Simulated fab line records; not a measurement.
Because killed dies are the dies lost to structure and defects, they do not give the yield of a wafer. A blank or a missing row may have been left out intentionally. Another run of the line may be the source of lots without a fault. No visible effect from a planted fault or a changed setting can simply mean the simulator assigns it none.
Chamber matching / flow nand harc / cmp-02 running NHARC_A_M1_CMP_23: 4 sister chambers
The step polishes, t overpolish 20 s, target thk 154.34 nm. 4 wafers are shown with their chamber, then 8 later ones without.

== WAFERS, EACH WITH ITS CHAMBER ==
wafer=L982.4; chamber=3; time to endpoint s (s)=32.0
wafer=L989.2; chamber=2; time to endpoint s (s)=29.0
wafer=L989.4; chamber=1; time to endpoint s (s)=33.3
wafer=L991.3; chamber=0; time to endpoint s (s)=30.5

== WAFERS MISSING THEIR CHAMBER ==
wafer=L991.4; time to endpoint s (s)=29.7
wafer=L991.6; time to endpoint s (s)=23.9
wafer=L100.4; time to endpoint s (s)=26.4
wafer=L100.5; time to endpoint s (s)=30.8
wafer=L100.6; time to endpoint s (s)=32.4
wafer=L999.1; time to endpoint s (s)=30.4
wafer=L999.3; time to endpoint s (s)=30.8
wafer=L999.4; time to endpoint s (s)=31.5

== WHICH CHAMBER EACH ONE RAN IN ==
wafer=L991.4; from the rows above=can't be placed: 2 or 0 or 3 or 1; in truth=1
wafer=L991.6; from the rows above=can't be placed: 2 or 0 or 3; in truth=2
wafer=L100.4; from the rows above=can't be placed: 2 or 0 or 3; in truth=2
wafer=L100.5; from the rows above=can't be placed: 0 or 3 or 2 or 1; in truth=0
wafer=L100.6; from the rows above=can't be placed: 3 or 1 or 0 or 2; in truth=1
wafer=L999.1; from the rows above=can't be placed: 0 or 2 or 3 or 1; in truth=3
wafer=L999.3; from the rows above=can't be placed: 0 or 3 or 2 or 1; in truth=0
wafer=L999.4; from the rows above=can't be placed: 3 or 0 or 1 or 2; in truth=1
Correctly placed: 0 of 8. Cannot be placed on the basis of these rows: 8; the candidates contain the true chamber in 8. 0 placed wrongly.
How it was worked out, from the rows above alone: a wafer's distance from a chamber is the root of the sum, over the readings, of the square of ((its reading less the chamber's mean) divided by the reading's scatter). The wafer belongs to the nearest chamber; if the next one is less than 2 further off, it can't be placed. The mean given for a chamber averages the wafers shown for that chamber. The scatter (one wafer shown for each chamber): square how far every hidden wafer sits from the nearest shown wafer, average those squares and take the square root.
